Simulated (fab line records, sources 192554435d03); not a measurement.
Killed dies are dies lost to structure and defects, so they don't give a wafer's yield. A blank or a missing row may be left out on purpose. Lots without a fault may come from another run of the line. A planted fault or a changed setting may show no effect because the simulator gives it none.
Chamber matching | flow n5_finfet | N5_SDB_CUT_ETCH_26 on rie_si-06: 4 sister chambers
The step etches Si in HBr/Cl2/O2, target depth 129.6 nm, bt time 20 s, time 51.8 s. 8 wafers are shown with their chamber, then 12 later ones without.

WAFERS WITH THEIR CHAMBER
wafer  | chamber | throttle_valve_pct (%) | drypump_motor_current_A (A)
L079.2 | 0       | 36.88                  | 6.0
L084.4 | 0       | 36.90                  | 6.0
L085.1 | 2       | 37.09                  | 6.3
L085.4 | 1       | 36.86                  | 6.4
L085.5 | 3       | 36.90                  | 5.6
L086.1 | 1       | 36.87                  | 6.5
L086.4 | 2       | 37.08                  | 6.3
L086.6 | 3       | 36.90                  | 5.6

WAFERS WITHOUT THEIR CHAMBER
wafer  | throttle_valve_pct (%) | drypump_motor_current_A (A)
L088.1 | 36.91                  | 5.6
L088.3 | 37.10                  | 6.2
L088.4 | 36.90                  | 6.0
L090.1 | 36.89                  | 5.6
L090.2 | 36.89                  | 6.0
L090.3 | 36.85                  | 6.5
L091.1 | 36.88                  | 6.0
L091.3 | 36.92                  | 5.6
L091.6 | 37.09                  | 6.3
L095.2 | 37.09                  | 6.3
L095.4 | 36.90                  | 5.6
L095.5 | 36.90                  | 5.6

WHICH CHAMBER EACH WENT THROUGH
wafer  | from the rows above | in truth
L088.1 | 3                   | 3
L088.3 | 2                   | 2
L088.4 | 0                   | 0
L090.1 | 3                   | 3
L090.2 | 0                   | 0
L090.3 | 1                   | 1
L091.1 | 0                   | 0
L091.3 | 3                   | 3
L091.6 | 2                   | 2
L095.2 | 2                   | 2
L095.4 | 3                   | 3
L095.5 | 3                   | 3
Placed correctly: 12 of 12. Can't be placed from these rows: 0. Placed wrongly: 0.
How it was worked out, from the rows above alone: a wafer's distance from a chamber is the root of the sum, over the readings, of the square of ((its reading less the chamber's mean) divided by the reading's scatter). The wafer belongs to the nearest chamber; if the next one is less than 2 further off, it can't be placed. A chamber's mean is the mean of its shown wafers. The scatter: the root of (the sum of the squares of (reading less its chamber's mean) over the shown wafers, divided by (wafers less chambers)).
